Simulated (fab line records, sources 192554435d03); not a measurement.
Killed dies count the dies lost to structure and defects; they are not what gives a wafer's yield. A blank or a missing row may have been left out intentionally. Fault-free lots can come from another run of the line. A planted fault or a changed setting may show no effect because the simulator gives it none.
Lot-split experiment + flow n5Finfet + 7 lots, 21 wafers read, on a route of 1938 steps

== ON THE SPLIT ==
At N5_ZERO_LAYER_PECVD_02 (deposits SiO2 from SiH4/N2O, target thk 10 nm, time 6 s), the setting timeS was moved away from the recipe's 6 s on 10 of the 21 wafers read, by -7.4% to +10.2%. All remaining wafers had this setting at the recipe value.

The split's own step is where the reading is taken.

== THE READING ==
SiO2_of_ZERO_LAYER_PECVD_02.thkNm (the simulator's own value, which no gauge read), in nm, at N5_ZERO_LAYER_PECVD_02 (deposits SiO2 from SiH4/N2O, target thk 10 nm, time 6 s). No usual value for it is given in the file. Across the 11 wafers here that went through the recipe, the average is 10.005 nm and the standard deviation 0.19 nm.

| wafer  | tool, chamber at the split | timeS as run, s | against the recipe | SiO2_of_ZERO_LAYER_PECVD_02.thkNm, nm | against lot-mates on the recipe |
|--------|----------------------------|-----------------|--------------------|---------------------------------------|---------------------------------|
| L075.1 | pecvd-03, 1                | 6.522           | +8.7%              | 10.79                                 | no lot-mate on the recipe       |
| L075.2 | pecvd-03, 2                | 6.522           | +8.7%              | 10.66                                 | no lot-mate on the recipe       |
| L075.3 | pecvd-03, 0                | 6.522           | +8.7%              | 10.89                                 | no lot-mate on the recipe       |
| L076.2 | pecvd-03, 2                | 6               | recipe             | 9.928                                 | -                               |
| L076.3 | pecvd-03, 0                | 6               | recipe             | 10.08                                 | -                               |
| L076.6 | pecvd-03, 1                | 6               | recipe             | 10.32                                 | -                               |
| L077.1 | pecvd-02, 0                | 6.611           | +10.2%             | 10.97                                 | +1.022                          |
| L077.5 | pecvd-02, 2                | 6               | recipe             | 9.948                                 | -                               |
| L077.6 | pecvd-02, 0                | 6.611           | +10.2%             | 10.96                                 | +1.012                          |
| L080.1 | pecvd-01, 1                | 6               | recipe             | 9.811                                 | -                               |
| L080.3 | pecvd-01, 0                | 6               | recipe             | 10.36                                 | -                               |
| L080.6 | pecvd-01, 1                | 6               | recipe             | 10.07                                 | -                               |
| L081.4 | pecvd-03, 1                | 6.298           | +5.0%              | 10.65                                 | +0.728                          |
| L081.5 | pecvd-03, 2                | 6               | recipe             | 9.92                                  | -                               |
| L081.6 | pecvd-03, 0                | 6               | recipe             | 9.925                                 | -                               |
| L084.1 | pecvd-03, 2                | 6               | recipe             | 9.704                                 | -                               |
| L084.5 | pecvd-03, 1                | 6.412           | +6.9%              | 10.86                                 | +1.156                          |
| L084.6 | pecvd-03, 2                | 6.412           | +6.9%              | 10.56                                 | +0.856                          |
| L092.2 | pecvd-03, 2                | 6               | recipe             | 9.992                                 | -                               |
| L092.3 | pecvd-03, 1                | 5.558           | -7.4%              | 9.366                                 | -0.626                          |
| L092.4 | pecvd-03, 1                | 5.558           | -7.4%              | 9.544                                 | -0.448                          |

FIT RESULTS
A straight line over all 21 wafers: SiO2_of_ZERO_LAYER_PECVD_02.thkNm changes by +0.0893 nm for each +1% of timeS; r = +0.94; the points scatter about the line by 0.17 nm.
The same after taking each lot's own level away (the mean of its wafers on the recipe; 18 wafers): +0.102 nm for each +1%; r = +0.94; scatter 0.18 nm.
The reading moves by 1 nm for the largest change in timeS, on that fit.
Across the lots, their own levels run from 9.7040 to 10.1093 nm, a range of 2.2 times the standard deviation given above.
Thus the slope moves with the lot-to-lot level: the two fits are different.
Check: with one of the wafers moved furthest among these (+10.2%) left out of the fit, the line predicts +1.14 nm for it against its lot-mates. Against them it came out at +1.02 nm.

== THE FILE'S OWN FIT ==
SiO2_of_ZERO_LAYER_PECVD_02.thkNm changes by +0.108 nm for each +1% of timeS, r = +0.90.
